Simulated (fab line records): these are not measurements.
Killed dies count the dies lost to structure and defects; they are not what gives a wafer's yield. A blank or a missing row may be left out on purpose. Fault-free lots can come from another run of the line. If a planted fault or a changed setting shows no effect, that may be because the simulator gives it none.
A single fault, viewed from 2 desks | flow n5-finfet | numbers are kept per desk, each desk with only its own; the story behind them comes last

== METROLOGY DESK ==
Means of the sampled wafers that have a number, per lot and without regard to the tool the lot ran on: this is what the gauges read. Marked OUT: a lot whose mean sits more than 4 standard deviations from the usual mean, which makes it out of limits; the brackets give that distance. Only the readings that lie furthest out on some lot appear, 7 of the 10 it has.
Columns: A = DIBL_N at N5_BEOL_M4_RC_MEAS_101, usual 36.9 mV/V; B = DIBL_P at N5_BEOL_M4_RC_MEAS_101, usual 36.7 mV/V; C = IOFF_P at N5_BEOL_M4_RC_MEAS_101, usual 0.22 nA/um; D = ION_P at N5_BEOL_M4_RC_MEAS_101, usual 461 uA/um; E = SS_N at N5_BEOL_M4_RC_MEAS_101, usual 71.7 mV/dec; F = SS_P at N5_BEOL_M4_RC_MEAS_101, usual 73.4 mV/dec; G = VT_P at N5_BEOL_M4_RC_MEAS_101, usual -250 mV
lot  | first seen here | A    | B    | C    | D   | E    | F    | G
L436 | day 8 18:03     | 36.6 | 35.3 | 0.17 | 452 | 71.3 | 73.4 | -256
L435 | day 9 00:19     | 36.9 | 36.4 | 0.20 | 457 | 71.5 | 73.5 | -251
L440 | day 9 04:58     | 37.7 | 39.4 | 0.23 | 459 | 71.9 | 74.2 | -252
L439 | day 9 05:38     | 37.0 | 38.7 | 0.24 | 465 | 72.0 | 73.4 | -248
L441 | day 9 08:10     | 36.3 | 36.7 | 0.23 | 466 | 71.2 | 73.4 | -247
L443 | day 10 05:55    | 34.9 | 35.1 | 0.21 | 460 | 71.3 | 72.4 | -250
L451 | day 12 06:56    | 35.4 | 34.9 | 0.20 | 460 | 71.2 | 73.0 | -252
L452 | day 12 15:16    | 36.1 | 34.9 | 0.25 | 470 | 71.5 | 73.0 | -245
L453 | day 12 21:56    | 37.2 | 37.2 | 0.26 | 466 | 72.3 | 73.6 | -245
L456 | day 13 07:12    | 37.1 | 38.0 | 0.27 | 471 | 71.9 | 73.9 | -246
Finding of this desk: none of the 10 lots has anything out of limits.

== THE DEFECT DESK ==
What the inspections along the route counted, lot by lot: means of the sampled wafers that have a number. Marked OUT: a lot whose mean sits more than 4 standard deviations from the usual mean, which makes it out of limits; the brackets give that distance.
Columns: A = raw-defect-count at N5_SD_EPI_P_INSPECT_11, usual 2.1; B = raw-defect-count at N5_SD_EPI_P_INSPECT_26, usual 169
lot  | first seen here | A   | B
L435 | day 3 12:17     | 2.0 | 226
L436 | day 3 18:05     | 1.3 | 124
L439 | day 4 12:49     | 0.7 | 209
L440 | day 4 19:06     | 1.0 | 135
L441 | day 5 05:31     | 1.7 | 199
L443 | day 5 19:11     | 1.7 | 155
L451 | day 7 13:34     | 2.3 | 620 (+12) OUT
L452 | day 7 22:52     | 1.7 | 174
L453 | day 7 23:20     | 3.7 | 567 (+10) OUT
L456 | day 8 15:56     | 2.3 | 186
This desk's finding: out of limits on L451, L453; first on L451, day 7 17:19 (raw-defect-count at N5_SD_EPI_P_INSPECT_26). In limits: L435, L436, L439, L440, L441, L443, L452, L456.

== ALL TOGETHER ==
The defect desk could have raised an alarm at day 7 17:19, on L451, L453.
The metrology desk saw nothing out of limits.
The metrology desk has L451, L453 on record, within its limits.
On wet-bench-03, each named lot ran N5_SD_EPI_P_WET_ETCH_45.

== WHAT THE SIMULATOR HAD INSERTED ==
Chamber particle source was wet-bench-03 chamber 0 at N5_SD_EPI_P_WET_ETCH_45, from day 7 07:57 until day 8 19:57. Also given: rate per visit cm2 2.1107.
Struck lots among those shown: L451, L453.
Hours from the fault's start to each desk's first reading out of limits: the defect desk, 9.
